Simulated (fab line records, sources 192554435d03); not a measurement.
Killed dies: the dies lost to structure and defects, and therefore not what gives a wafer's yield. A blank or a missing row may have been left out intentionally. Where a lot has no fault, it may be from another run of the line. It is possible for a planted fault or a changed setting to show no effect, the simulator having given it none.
fab line records + flow n5Finfet + part 2 of 2: steps 19 to 29 of 29
record:
- lots: 5
- wafers: 15
- lastDay: 15
route steps=1938 shown BEOL_M5@1121
lots untouched by any fault: they come from a run of this same line in which no faults occurred
startH: the number of hours between the record's first day and the start of the first shown wafer of the lot + waitH: hours from the lot's prior step to this one + " same as the row above + L1.1+2: one row covering several wafers at once + - no value, or no start was given + * or withheld: withheld + < > ~ a bound
route shown NAME@n: names a module that has steps shown in the file, with the first one's number in the route + usual: mean and standard deviation over wafers with no fault + same: alike in all rows + chamber/n: place in a boat + sites: per-site readings + _std_site: the values' standard deviation + _edge_site: inner sites' mean taken away from outer sites' mean + radiusMm: how far each site lies from the wafer's centre + mask NAME#n: copy n + behind: tool/chamber where the wafer was last shaped + hold: why the lot went on hold/how many hours it stayed there/how the hold came to an end + device: transistor that didn't switch, given as n, p or np + end of line: tests of these same wafers at the route's end + where a step has no rows: the recipe by itself + killed: at the first sort, the dies lost to defects and structure; wafer yield is something else + map: dies across one wafer; x = killed, . = not, _ = none there
set.NAME: the setting that was run; set.NAME@STEP: the one run at that earlier step + model.NAME: the simulator's own value behind a step, which no gauge read
lots seen at some steps along the route; tables by step, rows by wafer
services: when a tool's chamber went out of use (startH, in hours from the record's first day, below 0 if earlier), for how many hours, and the reason
== steps ==
step: N5_BEOL_M5_COAT_65
recipe:
- resist: SOC
- tempC: 250
- timeS: 60
- spinRpm: 1500
- resistThkNm: 60
usual:
- resistLineTempC: 22.99/0.1
| lot.wafer | tool          | chamber | startH | waitH | resistLineTempC |
|-----------|---------------|---------|--------|-------|-----------------|
| L080.1    | lithoTrack-02 | 0       | 204.17 | 0.5   | 22.96           |
| L080.3    | "             | 0       | "      | "     | 22.79           |
| L080.5    | "             | 0       | "      | "     | 22.88           |
| L078.1    | lithoTrack-03 | 0       | 204.17 | 0.8   | 22.90           |
| L078.5    | "             | 0       | "      | "     | 22.88           |
| L078.6    | "             | 0       | "      | "     | 22.93           |
| L079.2    | lithoTrack-01 | 0       | 204.39 | 0.5   | 23.00           |
| L079.5    | "             | 0       | "      | "     | 23.01           |
| L079.6    | "             | 0       | "      | "     | 23.07           |
| L082.2    | lithoTrack-03 | 0       | 223.07 | 0.6   | 23.30           |
| L082.3    | "             | 0       | "      | "     | 23.13           |
| L082.6    | "             | 0       | "      | "     | 23.05           |
| L092.1    | lithoTrack-02 | 0       | 277.93 | 0.5   | 22.94           |
| L092.5    | "             | 0       | "      | "     | 23.02           |
| L092.6    | "             | 0       | "      | "     | 23.03           |
step: N5_BEOL_M5_COAT_66
recipe:
- resist: SiARC
- tempC: 220
- timeS: 60
- spinRpm: 1500
- resistThkNm: 12
usual:
- resistLineTempC: 22.99/0.11
| lot.wafer | tool          | chamber | startH | waitH | resistLineTempC |
|-----------|---------------|---------|--------|-------|-----------------|
| L080.1    | lithoTrack-02 | 0       | -      | -     | 23.03           |
| L080.3    | "             | 0       | "      | "     | 23.09           |
| L080.5    | "             | 0       | "      | "     | 23.14           |
| L078.1    | lithoTrack-03 | 0       | -      | -     | 23.04           |
| L078.5    | "             | 0       | "      | "     | 23.20           |
| L078.6    | "             | 0       | "      | "     | 23.18           |
| L079.2    | lithoTrack-01 | 0       | -      | -     | 22.96           |
| L079.5    | "             | 0       | "      | "     | 22.87           |
| L079.6    | "             | 0       | "      | "     | 22.97           |
| L082.2    | lithoTrack-03 | 0       | -      | -     | 22.86           |
| L082.3    | "             | 0       | "      | "     | 22.99           |
| L082.6    | "             | 0       | "      | "     | 22.89           |
| L092.1    | lithoTrack-02 | 0       | -      | -     | 22.94           |
| L092.5    | "             | 0       | "      | "     | 22.98           |
| L092.6    | "             | 0       | "      | "     | 22.86           |
step: N5_BEOL_M5_COAT_74
recipe:
- resist: underlayer
- tempC: 205
- timeS: 60
- spinRpm: 1500
- resistThkNm: 5
usual:
- resistLineTempC: 23.02/0.12
| lot.wafer | tool          | chamber | startH | waitH | resistLineTempC |
|-----------|---------------|---------|--------|-------|-----------------|
| L080.1    | lithoTrack-02 | 0       | -      | -     | 22.82           |
| L080.3    | "             | 0       | "      | "     | 22.87           |
| L080.5    | "             | 0       | "      | "     | 22.89           |
| L078.1    | lithoTrack-03 | 0       | -      | -     | 23.02           |
| L078.5    | "             | 0       | "      | "     | 22.99           |
| L078.6    | "             | 0       | "      | "     | 23.16           |
| L079.2    | lithoTrack-01 | 0       | -      | -     | 22.90           |
| L079.5    | "             | 0       | "      | "     | 22.79           |
| L079.6    | "             | 0       | "      | "     | 22.98           |
| L082.2    | lithoTrack-03 | 0       | -      | -     | 22.93           |
| L082.3    | "             | 0       | "      | "     | 23.02           |
| L082.6    | "             | 0       | "      | "     | 23.07           |
| L092.1    | lithoTrack-02 | 0       | -      | -     | 23.15           |
| L092.5    | "             | 0       | "      | "     | 23.12           |
| L092.6    | "             | 0       | "      | "     | 22.94           |
step: N5_BEOL_M5_COAT_22
recipe:
- resist: CAR-EUV
- spinRpm: 1500
- resistThkNm: 30
usual:
- resistLineTempC: 23.01/0.11
| lot.wafer | tool          | chamber | startH | waitH | resistLineTempC |
|-----------|---------------|---------|--------|-------|-----------------|
| L080.1    | lithoTrack-02 | 0       | -      | -     | 23.17           |
| L080.3    | "             | 0       | "      | "     | 23.17           |
| L080.5    | "             | 0       | "      | "     | 23.21           |
| L078.1    | lithoTrack-03 | 0       | -      | -     | 23.11           |
| L078.5    | "             | 0       | "      | "     | 22.83           |
| L078.6    | "             | 0       | "      | "     | 22.89           |
| L079.2    | lithoTrack-01 | 0       | -      | -     | 23.00           |
| L079.5    | "             | 0       | "      | "     | 23.05           |
| L079.6    | "             | 0       | "      | "     | 23.07           |
| L082.2    | lithoTrack-03 | 0       | -      | -     | 23.14           |
| L082.3    | "             | 0       | "      | "     | 23.15           |
| L082.6    | "             | 0       | "      | "     | 23.01           |
| L092.1    | lithoTrack-02 | 0       | -      | -     | 22.85           |
| L092.5    | "             | 0       | "      | "     | 22.91           |
| L092.6    | "             | 0       | "      | "     | 22.99           |
step: N5_BEOL_M5_EBR_24
recipe:
- solvent: PGMEA
- ebrWidthMm: 1.5
usual:
- resistLineTempC: 23.00/0.11
same:
- ebrWidthMm: 1.5
| lot.wafer | tool          | chamber | startH | waitH | resistLineTempC |
|-----------|---------------|---------|--------|-------|-----------------|
| L080.1    | lithoTrack-02 | 0       | -      | -     | 22.91           |
| L080.3    | "             | 0       | "      | "     | 22.96           |
| L080.5    | "             | 0       | "      | "     | 22.92           |
| L078.1    | lithoTrack-03 | 0       | -      | -     | 22.88           |
| L078.5    | "             | 0       | "      | "     | 23.15           |
| L078.6    | "             | 0       | "      | "     | 22.87           |
| L079.2    | lithoTrack-01 | 0       | -      | -     | 22.99           |
| L079.5    | "             | 0       | "      | "     | 23.08           |
| L079.6    | "             | 0       | "      | "     | 23.00           |
| L082.2    | lithoTrack-03 | 0       | -      | -     | 22.91           |
| L082.3    | "             | 0       | "      | "     | 23.09           |
| L082.6    | "             | 0       | "      | "     | 23.06           |
| L092.1    | lithoTrack-02 | 0       | -      | -     | 23.06           |
| L092.5    | "             | 0       | "      | "     | 23.03           |
| L092.6    | "             | 0       | "      | "     | 22.95           |
step: N5_BEOL_M5_SOFTBAKE_23
recipe:
- tempC: 110
- timeS: 60
- resist: CAR-EUV
usual:
- resistLineTempC: 22.99/0.11
| lot.wafer | tool          | chamber | startH | waitH | resistLineTempC |
|-----------|---------------|---------|--------|-------|-----------------|
| L080.1    | lithoTrack-02 | 0       | -      | -     | 23.02           |
| L080.3    | "             | 0       | "      | "     | 23.13           |
| L080.5    | "             | 0       | "      | "     | 23.08           |
| L078.1    | lithoTrack-03 | 0       | -      | -     | 22.87           |
| L078.5    | "             | 0       | "      | "     | 22.92           |
| L078.6    | "             | 0       | "      | "     | 23.03           |
| L079.2    | lithoTrack-01 | 0       | -      | -     | 22.86           |
| L079.5    | "             | 0       | "      | "     | 22.91           |
| L079.6    | "             | 0       | "      | "     | 23.12           |
| L082.2    | lithoTrack-03 | 0       | -      | -     | 22.97           |
| L082.3    | "             | 0       | "      | "     | 22.95           |
| L082.6    | "             | 0       | "      | "     | 22.94           |
| L092.1    | lithoTrack-02 | 0       | -      | -     | 22.96           |
| L092.5    | "             | 0       | "      | "     | 23.01           |
| L092.6    | "             | 0       | "      | "     | 23.12           |
step: N5_BEOL_M5_EXPOSE_25
recipe:
- maskId: V4
- na: 0.33
- sourceShape: quasar
- sigmaInner: 0.2
- sigmaOuter: 0.6
- polarization: unpolarized
- defocusNm: 10
- doseMj: 52.75
usual:
- stageMsdNm: 0.878/0.011
| lot.wafer | tool          | chamber | startH | waitH | mask | stageMsdNm |
|-----------|---------------|---------|--------|-------|------|------------|
| L080.1    | euvScanner-02 | 0       | 204.31 | -     | V4#0 | 0.867      |
| L080.3    | "             | 0       | "      | "     | V4#0 | 0.868      |
| L080.5    | "             | 0       | "      | "     | V4#0 | 0.862      |
| L078.1    | euvScanner-01 | 0       | 204.48 | -     | V4#0 | 0.883      |
| L078.5    | "             | 0       | "      | "     | V4#0 | 0.884      |
| L078.6    | "             | 0       | "      | "     | V4#0 | 0.885      |
| L079.2    | euvScanner-02 | 0       | 204.67 | -     | V4#0 | 0.865      |
| L079.5    | "             | 0       | "      | "     | V4#0 | 0.868      |
| L079.6    | "             | 0       | "      | "     | V4#0 | 0.866      |
| L082.2    | euvScanner-02 | 0       | 223.21 | -     | V4#0 | 0.875      |
| L082.3    | "             | 0       | "      | "     | V4#0 | 0.870      |
| L082.6    | "             | 0       | "      | "     | V4#0 | 0.871      |
| L092.1    | euvScanner-02 | 0       | 278.07 | -     | V4#0 | 0.876      |
| L092.5    | "             | 0       | "      | "     | V4#0 | 0.872      |
| L092.6    | "             | 0       | "      | "     | V4#0 | 0.876      |
step: N5_BEOL_M5_PEB_26
recipe:
- pebTempC: 100
- pebTimeS: 60
- resist: CAR-EUV
usual:
- resistLineTempC: 23.01/0.1
| lot.wafer | tool          | chamber | startH | waitH | resistLineTempC |
|-----------|---------------|---------|--------|-------|-----------------|
| L080.1    | lithoTrack-03 | 0       | 204.38 | 0.1   | 23.03           |
| L080.3    | "             | 0       | "      | "     | 22.98           |
| L080.5    | "             | 0       | "      | "     | 23.08           |
| L078.1    | lithoTrack-02 | 0       | 204.56 | 0.1   | 23.01           |
| L078.5    | "             | 0       | "      | "     | 23.00           |
| L078.6    | "             | 0       | "      | "     | 23.08           |
| L079.2    | lithoTrack-02 | 0       | 204.74 | 0.1   | 23.00           |
| L079.5    | "             | 0       | "      | "     | 22.90           |
| L079.6    | "             | 0       | "      | "     | 22.89           |
| L082.2    | lithoTrack-01 | 0       | 223.27 | 0.1   | 23.09           |
| L082.3    | "             | 0       | "      | "     | 22.97           |
| L082.6    | "             | 0       | "      | "     | 23.06           |
| L092.1    | lithoTrack-01 | 0       | 278.14 | 0.1   | 23.00           |
| L092.5    | "             | 0       | "      | "     | 22.99           |
| L092.6    | "             | 0       | "      | "     | 23.11           |
step: N5_BEOL_M5_DEVELOP_27
recipe:
- developTimeS: 30
- developer: TMAH
- resist: CAR-EUV
- rinseLiquid: surfactantRinse
- dry: airSpin
- devTempC: 23
usual:
- resistLineTempC: 23.01/0.099
| lot.wafer | tool          | chamber | startH | waitH | resistLineTempC |
|-----------|---------------|---------|--------|-------|-----------------|
| L080.1    | lithoTrack-03 | 0       | -      | -     | 22.87           |
| L080.3    | "             | 0       | "      | "     | 22.94           |
| L080.5    | "             | 0       | "      | "     | 22.77           |
| L078.1    | lithoTrack-02 | 0       | -      | -     | 23.00           |
| L078.5    | "             | 0       | "      | "     | 22.98           |
| L078.6    | "             | 0       | "      | "     | 23.00           |
| L079.2    | lithoTrack-02 | 0       | -      | -     | 23.07           |
| L079.5    | "             | 0       | "      | "     | 22.97           |
| L079.6    | "             | 0       | "      | "     | 22.91           |
| L082.2    | lithoTrack-01 | 0       | -      | -     | 22.90           |
| L082.3    | "             | 0       | "      | "     | 22.91           |
| L082.6    | "             | 0       | "      | "     | 22.91           |
| L092.1    | lithoTrack-01 | 0       | -      | -     | 23.10           |
| L092.5    | "             | 0       | "      | "     | 23.13           |
| L092.6    | "             | 0       | "      | "     | 23.06           |
step: N5_BEOL_M5_CD_MEAS_28
recipe:
- targetCdNm: 30.6
- landingEnergyEv: 500
- detector: seInlens
- targetCdYNm: 20
- polarity: opening
usual:
- cdNm: 30.58/0.23
same:
- landingEnergyEv: 500
| lot.wafer | tool     | chamber | startH | waitH | cdNm  |
|-----------|----------|---------|--------|-------|-------|
| L080.1    | cdSem-03 | 0       | 204.45 | -     | 30.84 |
| L080.3    | "        | 0       | "      | "     | 30.17 |
| L080.5    | "        | 0       | "      | "     | 30.25 |
| L078.1    | cdSem-02 | 0       | 204.62 | -     | 30.72 |
| L078.5    | "        | 0       | "      | "     | 30.61 |
| L078.6    | "        | 0       | "      | "     | 30.86 |
| L079.2    | cdSem-03 | 0       | 204.80 | -     | 30.54 |
| L079.5    | "        | 0       | "      | "     | 30.50 |
| L079.6    | "        | 0       | "      | "     | 30.64 |
| L082.2    | cdSem-01 | 0       | 223.34 | -     | 30.70 |
| L082.3    | "        | 0       | "      | "     | 30.74 |
| L082.6    | "        | 0       | "      | "     | 30.51 |
| L092.1    | cdSem-03 | 0       | 278.20 | -     | 30.17 |
| L092.5    | "        | 0       | "      | "     | 30.33 |
| L092.6    | "        | 0       | "      | "     | 30.93 |
step: N5_BEOL_M5_OVL_MEAS_29
recipe:
- pointsPerWafer: 522
usual:
- V4_OVL: -0.2/0.71
| lot.wafer | tool       | chamber | startH | waitH | V4_OVL[nm] |
|-----------|------------|---------|--------|-------|------------|
| L080.1    | overlay-02 | 0       | 204.48 | 0.0   | -0.4       |
| L080.3    | "          | 0       | "      | "     | -0.8       |
| L080.5    | "          | 0       | "      | "     | -0.1       |
| L078.1    | overlay-01 | 0       | 204.65 | 0.0   | -0.8       |
| L078.5    | "          | 0       | "      | "     | -0.1       |
| L078.6    | "          | 0       | "      | "     | -0.1       |
| L079.2    | overlay-02 | 0       | 204.84 | 0.0   | 0.6        |
| L079.5    | "          | 0       | "      | "     | 1.2        |
| L079.6    | "          | 0       | "      | "     | 0.7        |
| L082.2    | overlay-02 | 0       | 223.38 | 0.0   | -0.2       |
| L082.3    | "          | 0       | "      | "     | -0.5       |
| L082.6    | "          | 0       | "      | "     | -1.0       |
| L092.1    | overlay-01 | 0       | 278.24 | 0.0   | -0.1       |
| L092.5    | "          | 0       | "      | "     | -0.1       |
| L092.6    | "          | 0       | "      | "     | -0.6       |
== services ==
| tool          | chamber | startH | hours | kind                         |
|---------------|---------|--------|-------|------------------------------|
| euvScanner-01 | -       | 183.58 | 1.0   | pm                           |
| lithoTrack-01 | -       | 184.10 | -     | consumableReplace:filter     |
| euvScanner-02 | -       | 189.60 | 1.0   | pm                           |
| rieDiel-06    | 0       | 190.33 | 6.5   | repair                       |
| rieDiel-05    | 0       | 192.88 | -     | clean                        |
| rieDiel-05    | 0       | 192.88 | -     | consumableReplace:focusRing  |
| rieDiel-05    | 0       | 192.88 | -     | consumableReplace:showerhead |
| rieDiel-05    | 0       | 192.88 | 15.2  | scheduledDown                |
| rieDiel-06    | 2       | 195.78 | 28.7  | repair                       |
| rieMetal-03   | -       | 196.00 | 0.4   | repair                       |
| rieDiel-05    | 1       | 197.55 | 24.1  | repair                       |
| euvScanner-02 | -       | 197.56 | 5.8   | pm                           |
| euvScanner-01 | -       | 216.20 | 8.0   | pm                           |
| lithoTrack-02 | -       | 222.52 | -     | consumableReplace:filter     |
| rieMetal-03   | 1       | 230.89 | 8.2   | repair                       |
| euvScanner-01 | -       | 239.76 | 1.0   | pm                           |
| rieDiel-05    | 1       | 244.64 | 5.5   | repair                       |
| euvScanner-02 | -       | 245.75 | 1.0   | pm                           |
| euvScanner-02 | -       | 248.17 | 4.6   | pm                           |
| rieDiel-01    | 0       | 249.43 | 3.8   | repair                       |
| rieMetal-03   | -       | 256.46 | 0.2   | repair                       |
| rieDiel-01    | 2       | 265.90 | 16.8  | repair                       |
| euvScanner-02 | -       | 277.02 | 0.9   | repair                       |
| lithoTrack-03 | -       | 277.37 | -     | consumableReplace:filter     |
